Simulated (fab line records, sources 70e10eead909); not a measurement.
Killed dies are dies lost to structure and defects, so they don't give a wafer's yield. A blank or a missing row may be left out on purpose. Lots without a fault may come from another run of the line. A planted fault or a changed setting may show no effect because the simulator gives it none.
Which tool did it? | flow nand_harc | 7 lots, 20 wafers sampled, at 2 steps of a route of 1302

WHAT THE GAUGES READ, wafer by wafer
NHARC_A_ONON_D2_THK_MEAS_08: measures by ellipsometry.
lot  | measured     | on            | thk_nm (nm)
L204 | day 13 07:48 | film_metro-01 | 982 983 981
L206 | day 13 22:28 | film_metro-01 | 1001 1002 1003
L208 | day 14 21:14 | film_metro-02 | 990 991 990
L211 | day 16 15:20 | film_metro-01 | 1016 1014 1017
L214 | day 17 08:13 | film_metro-02 | 991 989 989
L221 | day 20 07:20 | film_metro-02 | 989 327
L223 | day 21 08:14 | film_metro-02 | 1008 1007 1009

WHICH TOOL RAN EACH LOT (tool, then ch and the chambers of the sampled wafers, then the start)
lot  | NHARC_A_ONON_D2_DEP_06
L204 | pecvd_onon-01 ch 0, day 13 07:17
L206 | pecvd_onon-04 ch 0, day 13 22:01
L208 | pecvd_onon-02 ch 0, day 14 20:55
L211 | pecvd_onon-04 ch 0, day 16 14:56
L214 | pecvd_onon-04 ch 0, day 17 07:40
L221 | pecvd_onon-04 ch 0, day 20 06:50
L223 | pecvd_onon-01 ch 0, day 21 07:47
- NHARC_A_ONON_D2_DEP_06: target thk 1000 nm.

THE ANSWER, worked out from the rows above alone
Rule: what is usual is taken from the lots themselves. Put in order of their means at a reading, lots are off if they are a third of the lots or fewer, leave a main group of 4 or more, and stand apart from it by a gap of 3 or more times the standard deviation of the main group's means; of several such gaps the widest counts. A main group whose means are all the same, to the digits that the tables above print for the reading, isn't used. A lot without any number at a reading at which 4 lots or more have one is off too. The other lots that the step has rows for count as sound.
Off: L221, at NHARC_A_ONON_D2_THK_MEAS_08 (thk_nm). The main group: mean 998 nm, standard deviation 12.
A tool fits if, at a process step before that reading, it ran every lot that is off, and no sound lot after the first of them. The gauges at NHARC_A_ONON_D2_THK_MEAS_08 are tried like those tools. One fits: pecvd_onon-04 at NHARC_A_ONON_D2_DEP_06. Its last sound lot is L214 (day 17 07:40), its first lot that is off L221 (day 20 06:50): a fault that began between those two fits.

WHAT THE SIMULATOR HAD PUT IN
Process parameter drift: pecvd_onon-04, from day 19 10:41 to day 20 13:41, at NHARC_A_ONON_D2_DEP_06. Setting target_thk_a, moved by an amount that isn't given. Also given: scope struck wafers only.
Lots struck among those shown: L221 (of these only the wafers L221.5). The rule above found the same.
